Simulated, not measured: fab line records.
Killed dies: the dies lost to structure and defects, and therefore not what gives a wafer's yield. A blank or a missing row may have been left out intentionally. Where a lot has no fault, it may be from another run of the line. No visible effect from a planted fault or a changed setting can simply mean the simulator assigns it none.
Code-filled problem report in 8D (eight disciplines) form | flow n5Finfet | the parts of the form that need people (team, actions taken, sign-off) are left out

== 1. THE ISSUE ==
susceptorTempC at N5_BEOL_M8_PECVD_70 reads a mean of 409.80 C on 3 wafers of 2 lots; wafers without a fault read 400.00 C with a standard deviation of 0.23. That puts it +43 standard deviations away from the usual mean.
The step: deposits SiO2 from TEOS/O2, target thk 20 nm, time 22.7 s.
First seen on wafer L609.3, day 14 01:43, on pecvd-02. The record holds 12 wafers of 4 lots with a number at this step. Rule for "out", or "out of limits": more than 4 standard deviations from the usual mean. All remaining wafers that have a number are taken as sound.

== 2. WHAT IT IS AND WHAT IT IS NOT ==
question                    | is                     | is not
which readings at this step | susceptorTempC         | chamberPressureTorr, rfFwdPowerW, throttleValvePct
which lots                  | L608, L609             | L592, L613
which wafers of those lots  | L608.3, L609.3, L609.6 | L608.1, L608.4, L609.1
read on which tools         | pecvd-02               | pecvd-04
when                        | from day 14 01:43      | up to then (4 sound wafers); but 5 sound wafers of L608, L613 came after

== 3. WHAT RULES OUT EACH SUSPECT ==
Counting: a tool at a process step up to the reading stays a suspect if it ran every lot that is out. Sound lots after the first of them don't rule it out here, since some wafers of a struck lot are sound.
- pecvd-02 at N5_BEOL_M8_PECVD_70 (deposits SiO2 from TEOS/O2, target thk 20 nm, time 22.7 s): kept. It processed each lot that is out (first: L609, day 14 01:43); up to then, its last sound lot is L592 (day 9 05:16). Its own readings are out on those wafers: susceptorTempC.
- The sound lot-mates ran in chamber 2 of pecvd-02 at N5_BEOL_M8_PECVD_70, but the wafers that are out ran in chamber 1.
Remaining after the count: pecvd-02 at N5_BEOL_M8_PECVD_70.

== 4. THE CAUSE (what the simulator had put in) ==
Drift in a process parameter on pecvd-02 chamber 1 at N5_BEOL_M8_PECVD_70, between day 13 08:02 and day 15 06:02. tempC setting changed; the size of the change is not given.
Counting left only this tool.

== 5. SEQUENCE OF EFFECTS, ordered by route ==
Each row: a reading where the mean over the struck wafers with a number is more than 3 standard deviations away from the usual. Only readings for which the record gives a usual standard deviation are gone through. hours: the time from each lot's start at the first step in this table that gives one to its start at this step, as a median over the lots. sigmas: the change in usual standard deviations.
hours | step                | reading        | usual    | on struck wafers | change | sigmas
0     | N5_BEOL_M8_PECVD_70 | susceptorTempC | 400.00 C | 409.80           | +9.80  | +43
Process steps it contains:
- N5_BEOL_M8_PECVD_70: deposits SiO2 from TEOS/O2, target thk 20 nm, time 22.7 s.

== 6. WHAT WOULD HAVE CAUGHT IT SOONER ==
In this record no reading fell out of limits until day 14 01:43, 18 hours after the fault had begun at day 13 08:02.
